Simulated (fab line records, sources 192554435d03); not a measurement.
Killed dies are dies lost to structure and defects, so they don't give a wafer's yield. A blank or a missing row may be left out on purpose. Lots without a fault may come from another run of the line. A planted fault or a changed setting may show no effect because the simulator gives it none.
Problem report in the 8D (eight disciplines) form, filled by code | flow n5_finfet | the parts of the form that need people (team, actions taken, sign-off) are left out

1. THE PROBLEM
etch_rf_on_time_s at N5_BEOL_M9_ETCH_65 reads a mean of 33.5 s on 3 wafers of 2 lots; wafers without a fault read 26.0 s with a standard deviation of 0.37. That is +20 standard deviations from the usual mean.
The step: etches SiARC in CF4, target depth 15.6 nm, time 26 s.
First seen on wafer L212.4, day 17 10:26, on rie_diel-04. The record holds 30 wafers of 10 lots with a number at this step. Rule for "out", or "out of limits": more than 4 standard deviations from the usual mean. The other wafers with a number count as sound.

2. WHAT IT IS AND WHAT IT IS NOT
question                    | is                     | is not
which readings at this step | etch_rf_on_time_s      | drypump_motor_current_A, oes_product_au, rf_fwd_power_W, rf_vpp_V, showerhead_plenum_p_Torr, throttle_valve_pct
which lots                  | L212, L213             | L192, L193, L197, L199, L200, L201, L202, L214
which wafers of those lots  | L212.4, L212.5, L213.1 | L212.1, L213.4, L213.6
read on which tools         | rie_diel-04            | rie_diel-01, rie_diel-02
when                        | from day 17 10:26      | up to then (22 sound wafers); but 5 sound wafers of L213, L214 came after

3. SUSPECTS, AND WHAT RULES EACH OUT
Counting: a tool at a process step up to the reading stays a suspect if it ran every lot that is out. Sound lots after the first of them don't rule it out here, since some wafers of a struck lot are sound.
- rie_diel-04 at N5_BEOL_M9_STRIP_67 (strips in CF4): kept. It ran every lot that is out, first L212 (day 17 08:23); its last sound lot up to then is L199 (day 12 10:29).
- rie_diel-04 at N5_BEOL_M9_ETCH_65 (etches SiARC in CF4, target depth 15.6 nm, time 26 s): kept. It ran every lot that is out, first L212 (day 17 10:26); its last sound lot up to then is L201 (day 13 22:31). Its own readings are out on those wafers: etch_rf_on_time_s.
- Within rie_diel-04 at N5_BEOL_M9_ETCH_65: the wafers that are out ran in chamber 3; their sound lot-mates ran in chambers 0, 2.
Left after counting: rie_diel-04 at N5_BEOL_M9_STRIP_67, rie_diel-04 at N5_BEOL_M9_ETCH_65.

4. THE CAUSE (what the simulator had put in)
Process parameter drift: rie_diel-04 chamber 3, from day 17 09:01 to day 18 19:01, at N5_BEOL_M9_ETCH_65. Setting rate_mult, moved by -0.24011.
Counting left 2 suspects, and this tool is among them.

5. THE CHAIN OF EFFECTS, in route order
Each row: a reading whose mean over the struck wafers that have a number lies more than 3 standard deviations from the usual. Only readings for which the record gives a usual standard deviation are gone through. hours: the time from each lot's start at the first step in this table that gives one to its start at this step, as a median over the lots. sigmas: the change in usual standard deviations.
hours | step               | reading           | usual  | on struck wafers | change | sigmas
0     | N5_BEOL_M9_ETCH_65 | etch_rf_on_time_s | 26.0 s | 33.5             | +7.5   | +20
The process steps in it:
- N5_BEOL_M9_ETCH_65: etches SiARC in CF4, target depth 15.6 nm, time 26 s.

6. WHAT WOULD HAVE CAUGHT IT SOONER
In this record the first reading out of limits was taken at day 17 10:26, 1 hour after the fault began at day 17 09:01.
